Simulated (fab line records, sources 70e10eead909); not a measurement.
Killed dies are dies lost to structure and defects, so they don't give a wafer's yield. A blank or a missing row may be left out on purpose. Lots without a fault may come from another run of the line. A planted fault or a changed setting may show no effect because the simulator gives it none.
Which tool did it? | flow nand_harc | 12 lots, 36 wafers sampled, at 5 steps of a route of 1302

WHAT THE GAUGES READ, wafer by wafer
NHARC_A_SLIT_OVL_MEAS_10.
lot  | measured     | on         | overlay_x_nm (nm) | overlay_y_nm (nm)
L147 | day 20 06:01 | overlay-02 | 0.0 0.1 0.9       | -1.0 -1.0 -1.0
L150 | day 21 02:41 | overlay-01 | 1.0 0.7 1.2       | 0.2 0.8 0.2
L151 | day 21 01:53 | overlay-02 | 1.1 1.2 1.0       | -0.6 -0.7 -0.8
L154 | day 22 12:34 | overlay-02 | 0.9 0.8 1.2       | 0.2 0.1 -0.5
L158 | day 24 09:41 | overlay-01 | 11.5 11.4 11.7    | -0.1 -0.8 -0.9
L159 | day 24 18:21 | overlay-02 | 12.8 12.4 12.0    | 1.4 1.0 1.0
L163 | day 26 22:11 | overlay-02 | 1.4 1.4 1.4       | -1.0 -0.9 -1.3
L164 | day 27 06:15 | overlay-02 | -0.2 -0.6 -0.7    | -1.1 -0.7 -0.3
L166 | day 27 15:34 | overlay-02 | 0.5 1.5 0.5       | 0.0 -0.4 -0.1
L165 | day 27 18:08 | overlay-01 | 0.0 -0.2 -0.8     | 0.4 0.1 0.0
L168 | day 28 12:26 | overlay-01 | -0.8 -0.6 -0.7    | -0.4 -0.4 0.1
L169 | day 28 18:28 | overlay-02 | 0.7 0.3 -0.1      | 0.5 1.1 1.2

NHARC_A_SLIT_INSPECT_11.
lot  | measured     | on                | raw_defect_count
L147 | day 20 06:04 | defect_inspect-01 | 19 23 17
L150 | day 21 02:43 | defect_inspect-01 | 115 108 111
L151 | day 21 01:55 | defect_inspect-01 | 28 17 22
L154 | day 22 12:36 | defect_inspect-01 | 33 25 25
L158 | day 24 09:44 | defect_inspect-01 | 98 77 103
L159 | day 24 18:23 | defect_inspect-01 | 89 99 83
L163 | day 26 22:13 | defect_inspect-01 | 51 59 68
L164 | day 27 06:17 | defect_inspect-01 | 19 33 24
L166 | day 27 15:37 | defect_inspect-02 | 87 99 98
L165 | day 27 18:11 | defect_inspect-01 | 109 118 87
L168 | day 28 12:28 | defect_inspect-02 | 18 14 12
L169 | day 28 18:30 | defect_inspect-01 | 51 49 56

WHICH TOOL RAN EACH LOT (tool, then ch and the chambers of the sampled wafers, then the start)
lot  | NHARC_A_SGD_CUT_ETCH_58            | NHARC_A_SLIT_DEP_00           | NHARC_A_SLIT_EXPOSE_06
L147 | rie_diel-03 ch 0,2,3, day 19 14:08 | acl_dep-03 ch 0, day 20 01:32 | arfi_scanner-02 ch 0, day 20 05:47
L150 | rie_diel-12 ch 0,1,2, day 20 10:45 | acl_dep-01 ch 0, day 21 00:07 | arfi_scanner-03 ch 0, day 21 02:28
L151 | rie_diel-06 ch 0,2, day 20 10:56   | acl_dep-03 ch 0, day 20 22:37 | arfi_scanner-03 ch 0, day 21 01:40
L154 | rie_diel-03 ch 1,2,3, day 21 22:07 | acl_dep-02 ch 0, day 22 08:47 | arfi_scanner-02 ch 0, day 22 12:20
L158 | rie_diel-12 ch 1,2, day 23 20:40   | acl_dep-03 ch 0, day 24 06:22 | arfi_scanner-03 ch 0, day 24 09:28
L159 | rie_diel-03 ch 0,1,3, day 24 04:25 | acl_dep-02 ch 0, day 24 15:47 | arfi_scanner-03 ch 0, day 24 18:08
L163 | rie_diel-12 ch 0,1,2, day 26 09:21 | acl_dep-03 ch 0, day 26 17:40 | arfi_scanner-01 ch 0, day 26 21:58
L164 | rie_diel-06 ch 1,2,3, day 26 17:14 | acl_dep-02 ch 0, day 27 02:23 | arfi_scanner-01 ch 0, day 27 06:02
L166 | rie_diel-06 ch 0,1, day 27 04:30   | acl_dep-02 ch 0, day 27 11:07 | arfi_scanner-01 ch 0, day 27 15:20
L165 | rie_diel-06 ch 1,2,3, day 27 05:10 | acl_dep-01 ch 0, day 27 13:41 | arfi_scanner-02 ch 0, day 27 17:55
L168 | rie_diel-06 ch 1,2,3, day 28 00:23 | acl_dep-03 ch 0, day 28 08:41 | arfi_scanner-02 ch 0, day 28 12:12
L169 | rie_diel-12 ch 2,3, day 28 05:39   | acl_dep-02 ch 0, day 28 15:48 | arfi_scanner-02 ch 0, day 28 18:15
- NHARC_A_SGD_CUT_ETCH_58: etches the open film in CF4, target depth 39 nm, time 65 s.
- NHARC_A_SLIT_DEP_00: deposits aC, target thk 6200 nm.
- NHARC_A_SLIT_EXPOSE_06: exposes mask SLIT.

WHAT THE TOOLS THEMSELVES READ (means of the sampled wafers that have a number; where no wafer has one, the mark that the record gives instead)
NHARC_A_SGD_CUT_ETCH_58.
lot  | tool        | bias_w (W) | drypump_motor_current_A (A) | oes_product_au (a.u.) | rf_vpp_V (V) | showerhead_plenum_p_Torr (Torr) | throttle_valve_pct (%)
L147 | rie_diel-03 | 99.72      | 5.6                         | 1.000                 | 151.3        | 1.79                            | 13.284
L150 | rie_diel-12 | 100.01     | 5.5                         | 1.006                 | 151.3        | 1.78                            | 13.287
L151 | rie_diel-06 | 100.20     | 5.3                         | 1.001                 | 150.9        | 1.76                            | 13.286
L154 | rie_diel-03 | 99.77      | 5.5                         | 1.006                 | 150.9        | 1.78                            | 13.284
L158 | rie_diel-12 | 100.06     | 5.5                         | 0.997                 | 151.1        | 1.74                            | 13.278
L159 | rie_diel-03 | 99.64      | 5.1                         | 0.995                 | 152.2        | 1.74                            | 13.277
L163 | rie_diel-12 | 99.92      | 5.5                         | 1.010                 | 152.6        | 1.78                            | 13.288
L164 | rie_diel-06 | 99.66      | 5.5                         | 1.002                 | 152.4        | 1.79                            | 13.282
L166 | rie_diel-06 | 100.15     | 5.6                         | 0.998                 | 151.9        | 1.86                            | 13.270
L165 | rie_diel-06 | 99.84      | 5.5                         | 1.004                 | 151.9        | 1.79                            | 13.277
L168 | rie_diel-06 | 100.01     | 5.5                         | 0.992                 | 152.5        | 1.79                            | 13.284
L169 | rie_diel-12 | 99.77      | 5.3                         | 1.012                 | 150.2        | 1.74                            | 13.287

NHARC_A_SLIT_DEP_00.
lot  | tool       | throttle_valve_pct (%)
L147 | acl_dep-03 | 34.998
L150 | acl_dep-01 | 34.997
L151 | acl_dep-03 | 34.996
L154 | acl_dep-02 | 34.996
L158 | acl_dep-03 | 34.999
L159 | acl_dep-02 | 35.000
L163 | acl_dep-03 | 35.004
L164 | acl_dep-02 | 34.997
L166 | acl_dep-02 | 34.997
L165 | acl_dep-01 | 35.002
L168 | acl_dep-03 | 35.003
L169 | acl_dep-02 | 34.992

THE ANSWER, worked out from the rows above alone
Rule: what is usual is taken from the lots themselves. Put in order of their means at a reading, lots are off if they are a third of the lots or fewer, leave a main group of 4 or more, and stand apart from it by a gap of 3 or more times the standard deviation of the main group's means; of several such gaps the widest counts. A main group whose means are all the same, to the digits that the tables above print for the reading, isn't used. A lot without any number at a reading at which 4 lots or more have one is off too. The other lots that the step has rows for count as sound. The gauges are gone through in route order, then the tools' own readings, and for those a lot's mean is taken as printed above. The first step at which some lot is off is used, and at that step the reading that is off furthest; a lot without a number counts as furthest.
Off: L158, L159, at NHARC_A_SLIT_OVL_MEAS_10 (overlay_x_nm). The main group: mean 0.4 nm, standard deviation 0.7.
A tool fits if, at a process step before that reading, it ran every lot that is off, and no sound lot after the first of them. The gauges at NHARC_A_SLIT_OVL_MEAS_10 are tried like those tools. One fits: arfi_scanner-03 at NHARC_A_SLIT_EXPOSE_06. Its last sound lot is L150 (day 21 02:28), its first lot that is off L158 (day 24 09:28): a fault that began between those two fits.

WHAT THE SIMULATOR HAD PUT IN
Scanner matching overlay: arfi_scanner-03, from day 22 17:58 on, at NHARC_A_SLIT_EXPOSE_06. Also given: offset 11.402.
Lots struck among those shown: L158, L159. The rule above found the same.
